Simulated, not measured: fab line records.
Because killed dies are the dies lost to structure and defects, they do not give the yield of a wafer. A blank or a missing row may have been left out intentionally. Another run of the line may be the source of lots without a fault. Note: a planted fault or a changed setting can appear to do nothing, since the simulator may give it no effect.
Matching of chambers	flow n5 finfet	N5_BEOL_M2_ETCH_63 on rie diel-04: 4 sister chambers
The step etches SiARC in CF4, target depth 15.6 nm, time 26 s. 22 wafers are shown with their chamber, then 11 later ones without.

WAFERS PAIRED WITH THEIR CHAMBERS
wafer	chamber	showerhead plenum p Torr (Torr)	throttle valve pct (%)	oes product au (a.u.)
L074.1	1	2.12	15.59	0.61
L074.2	3	2.05	15.40	0.64
L074.3	0	2.12	16.01	0.60
L075.1	3	2.05	15.42	0.65
L075.2	0	2.12	16.03	0.59
L075.4	1	2.12	15.58	0.61
L076.1	0	2.12	16.04	0.60
L076.2	1	2.12	15.60	0.60
L076.4	1	2.12	15.60	0.60
L077.1	2	2.28	15.45	0.85
L077.5	1	2.12	15.61	0.60
L077.6	0	2.12	16.07	0.60
L080.2	0	2.12	16.05	0.59
L080.5	0	2.12	16.04	0.59
L080.6	3	2.05	15.45	0.64
L082.2	3	2.05	15.44	0.64
L082.5	1	2.12	15.63	0.59
L082.6	0	2.12	16.04	0.60
L091.1	2	2.27	15.50	0.77
L091.5	1	2.11	15.65	0.58
L091.6	0	2.11	15.58	0.82
L093.1	1	2.11	15.66	0.58

SIGNATURES (averages over the wafers above)
reading	chamber 0	chamber 1	chamber 2	chamber 3	scatter within a chamber
showerhead plenum p Torr	2.1187	2.1175	2.2750	2.0500	0.004
throttle valve pct	15.9825	15.6150	15.4750	15.4275	0.104
oes product au	0.6238	0.5962	0.8100	0.6425	0.0519
Rule: a wafer's distance from a chamber is the root of the sum, over the readings, of the square of ((its reading less the chamber's mean) divided by the reading's scatter). If the next closest chamber is less than 2 further off than the closest, the wafer can't be placed; otherwise it belongs to the closest. The scatter is the square root of a quotient: the sum, over the shown wafers, of each reading's squared deviation from its chamber's mean, divided by wafers minus chambers.

WAFERS WHOSE CHAMBER IS MISSING
wafer	showerhead plenum p Torr (Torr)	throttle valve pct (%)	oes product au (a.u.)
L093.2	2.27	15.54	0.76
L093.4	2.04	15.52	0.62
L096.1	2.11	15.67	0.58
L096.2	2.26	15.53	0.74
L096.3	2.03	15.51	0.62
L096.4	2.03	15.51	0.62
L096.5	2.11	15.67	0.58
L096.6	2.26	15.53	0.76
L097.3	2.11	15.69	0.57
L097.4	2.26	15.54	0.75
L097.5	2.11	15.68	0.57

WHICH CHAMBER EACH ONE RAN IN
wafer	from the rows above	in truth
L093.2	2	2
L093.4	3	3
L096.1	can't be placed: 1 or 0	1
L096.2	2	2
L096.3	3	3
L096.4	3	3
L096.5	can't be placed: 1 or 0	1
L096.6	2	2
L097.3	can't be placed: 1 or 0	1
L097.4	2	2
L097.5	can't be placed: 1 or 0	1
Correctly placed: 7 of 11. Can't be placed from these rows: 4 (the true chamber is among the candidates in 4). Placed wrongly: 0.
